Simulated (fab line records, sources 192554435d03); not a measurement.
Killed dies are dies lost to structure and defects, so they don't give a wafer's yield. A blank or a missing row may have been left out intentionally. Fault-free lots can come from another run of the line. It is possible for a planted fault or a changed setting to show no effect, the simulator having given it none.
Problem report, 8D (eight disciplines) form, completed by code :: flow n5 finfet :: the parts of the form that need people (team, actions taken, sign-off) are left out

1. THE ISSUE
A mean of 33.4 s is read at N5_BEOL_M12_STRIP_63 for strip time to endpoint s, taken on 1 wafer of 1 lot, against 42.4 s (standard deviation 0.99) on wafers free of any fault. Measured from the usual mean, that is -9.1 standard deviations.
The step: strips in N2/H2.
The first sign was on wafer L164.5 at day 14 21:15, on plasma asher-01. The record has a number at this step for 24 wafers belonging to 8 lots. By rule, "out" or "out of limits" means more than 4 standard deviations away from the usual mean. The rest of the wafers with a number are treated as sound.

2. WHAT THIS IS AND IS NOT
question: which readings at this step
is: strip time to endpoint s, oes product au
is not: chamber pressure mTorr, drypump motor current A, heater power w

question: which lots
is: L164
is not: L148, L156, L166, L167, L168, L169, L170

question: which wafers of those lots
is: L164.5
is not: L164.2, L164.3

question: read on which tools
is: plasma asher-01
is not: plasma asher-02

question: when
is: from day 14 21:15
is not: up to then (8 sound wafers); but 15 sound wafers of L166, L167, L168, L169, L170 came after

3. THE SUSPECTS, EACH WITH WHAT RULES IT OUT
Counting: any tool at a process step up to the reading remains a suspect provided it ran every lot that is out. Sound lots after the first of them don't rule it out here, since some wafers of a struck lot are sound.
- rie diel-06 at N5_BEOL_M12_DESCUM_15 (chemistry O2, time 7.9 s): kept. It ran the lot that is out, L164 (day 14 20:58); its last sound lot up to then is L156 (day 13 09:58).
- rie diel-06 at N5_BEOL_M12_ETCH_59 (etches BARC in N2/H2, target depth 89 nm, overetch 26.7 nm, time 67.9 s): kept. It ran the lot that is out, L164 (day 14 20:59); its last sound lot up to then is L156 (day 13 10:00).
- rie diel-06 at N5_BEOL_M12_VIA_ETCH_16 (etches SiOC in C4F8/O2/Ar, target depth 724.8 nm): kept. It ran the lot that is out, L164 (day 14 21:03); its last sound lot up to then is L156 (day 13 10:03).
- plasma asher-01 at N5_BEOL_M12_STRIP_63 (strips in N2/H2): kept. It ran the lot that is out, L164 (day 14 21:15). Out on those wafers are its own readings of oes product au, strip time to endpoint s.
Left after counting: rie diel-06 at N5_BEOL_M12_DESCUM_15, rie diel-06 at N5_BEOL_M12_ETCH_59, rie diel-06 at N5_BEOL_M12_VIA_ETCH_16, plasma asher-01 at N5_BEOL_M12_STRIP_63.

4. THE CAUSE (what the simulator had put in)
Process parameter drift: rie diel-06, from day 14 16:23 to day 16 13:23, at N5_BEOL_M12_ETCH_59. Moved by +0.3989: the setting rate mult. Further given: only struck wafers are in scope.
Counting leaves 4 suspects; this tool is one of them.

5. THE EFFECT CHAIN, in route order
Each row: a reading whose mean over the struck wafers that have a number lies more than 3 standard deviations from the usual. Only readings for which the record gives a usual standard deviation are gone through. hours: the time from each lot's start at the first step in this table that gives one to its start at this step, as a median over the lots. sigmas: the change in usual standard deviations.
hours: 0
step: N5_BEOL_M12_STRIP_63
reading: oes product au
usual: 0.692 a.u.
on struck wafers: 0.674
change: -0.018
sigmas: -4.3

hours: 0
step: N5_BEOL_M12_STRIP_63
reading: strip time to endpoint s
usual: 42.4 s
on struck wafers: 33.4
change: -9.0
sigmas: -9.1
Process steps it contains:
- N5_BEOL_M12_STRIP_63: strips in N2/H2.

6. WHAT WOULD HAVE CAUGHT IT SOONER
In this record the first reading out of limits was taken at day 14 21:15, 5 hours after the fault began at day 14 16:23.
No tool reading at N5_BEOL_M12_ETCH_59 that has a usual standard deviation in the record was out on any struck wafer, so an alarm limit of 4 standard deviations on those readings would not have fired.
Lots out: 1; all had begun N5_BEOL_M12_ETCH_59 on rie diel-06 by day 14 21:15. None of them would have been spared by holding the tool at that moment.
